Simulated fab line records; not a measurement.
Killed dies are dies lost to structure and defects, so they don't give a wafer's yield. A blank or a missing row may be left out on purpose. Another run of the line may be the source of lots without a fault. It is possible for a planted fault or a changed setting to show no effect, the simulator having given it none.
Chamber matching	flow nand-harc	NHARC_P_GATE_DESCUM_61 on rie-diel-06 has 4 sister chambers
The step chemistry O2, time 3 s. 42 wafers are shown with their chamber, then 12 later ones without.

## WAFERS, EACH WITH ITS CHAMBER
wafer	chamber	showerhead-plenum-p-Torr (Torr)	drypump-motor-current-A (A)	oes-product-au (a.u.)
L077.1	2	2.04	5.7	1.010
L077.2	0	1.84	4.9	1.007
L077.3	3	1.85	6.3	0.998
L076.1	1	1.96	6.0	0.992
L076.2	0	1.84	4.9	1.018
L076.4	2	2.04	5.7	1.002
L078.2	3	1.85	6.3	1.005
L078.4	0	1.83	4.9	1.024
L078.6	1	1.96	6.0	0.994
L079.1	0	1.84	4.9	1.018
L079.2	1	1.96	6.0	0.995
L079.4	3	1.85	6.3	1.004
L083.4	1	1.96	6.0	0.991
L083.5	3	1.85	6.3	1.006
L083.6	0	1.83	4.9	1.020
L084.2	1	1.96	6.0	0.993
L084.3	0	1.83	4.9	1.013
L084.5	2	2.03	5.8	1.014
L086.2	1	1.96	6.0	0.991
L086.3	0	1.83	4.9	1.014
L086.5	1	1.96	6.0	0.983
L088.1	0	1.83	4.9	1.008
L088.5	0	1.83	4.9	1.009
L088.6	1	1.96	6.0	0.979
L085.4	0	1.83	4.9	1.027
L085.5	0	1.83	4.9	1.014
L085.6	1	1.96	6.0	0.987
L087.3	1	1.96	6.0	0.981
L087.4	3	1.85	6.4	0.998
L087.5	0	1.83	4.9	1.016
L089.2	3	1.85	6.3	0.996
L089.3	1	1.96	6.0	0.978
L089.5	3	1.85	6.3	1.000
L090.3	2	2.03	5.8	1.000
L090.4	1	1.96	6.0	0.975
L090.5	2	2.03	5.7	1.000
L092.1	3	1.85	6.3	1.004
L092.5	0	1.83	4.9	1.005
L092.6	1	1.96	6.0	0.976
L093.1	1	1.96	6.0	0.993
L093.3	2	2.03	5.8	1.009
L093.5	2	2.03	5.8	1.004

SIGNATURES, as means of the wafers listed above
reading	chamber 0	chamber 1	chamber 2	chamber 3	scatter within a chamber
showerhead-plenum-p-Torr	1.8323	1.9600	2.0329	1.8500	0.00314
drypump-motor-current-A	4.900	6.000	5.757	6.312	0.0261
oes-product-au	1.01485	0.98629	1.00557	1.00137	0.00629
Rule: a wafer's distance from a chamber is the root of the sum, over the readings, of the square of ((its reading less the chamber's mean) divided by the reading's scatter). If the next closest chamber is less than 2 further off than the closest, the wafer can't be placed; otherwise it belongs to the closest. The scatter is the square root of a quotient: the sum, over the shown wafers, of each reading's squared deviation from its chamber's mean, divided by wafers minus chambers.

## WAFERS WITHOUT THEIR CHAMBER
wafer	showerhead-plenum-p-Torr (Torr)	drypump-motor-current-A (A)	oes-product-au (a.u.)
L094.3	2.03	5.8	1.011
L094.4	1.96	6.0	0.980
L094.5	1.85	6.4	1.002
L095.1	1.96	6.0	0.992
L095.2	2.03	5.8	1.016
L095.5	2.03	5.7	1.012
L096.1	2.03	5.7	1.009
L096.2	1.85	6.4	1.008
L096.3	1.83	4.9	1.003
L097.2	1.96	6.0	0.988
L097.3	1.85	6.3	1.018
L097.6	2.03	5.7	1.008

## EACH ONE'S CHAMBER
wafer	from the rows above	in truth
L094.3	2	2
L094.4	1	1
L094.5	3	3
L095.1	1	1
L095.2	2	2
L095.5	2	2
L096.1	2	2
L096.2	3	3
L096.3	0	0
L097.2	1	1
L097.3	3	3
L097.6	2	2
12 of 12 placed correctly. Not placeable from these rows: 0. Number placed wrongly: 0.
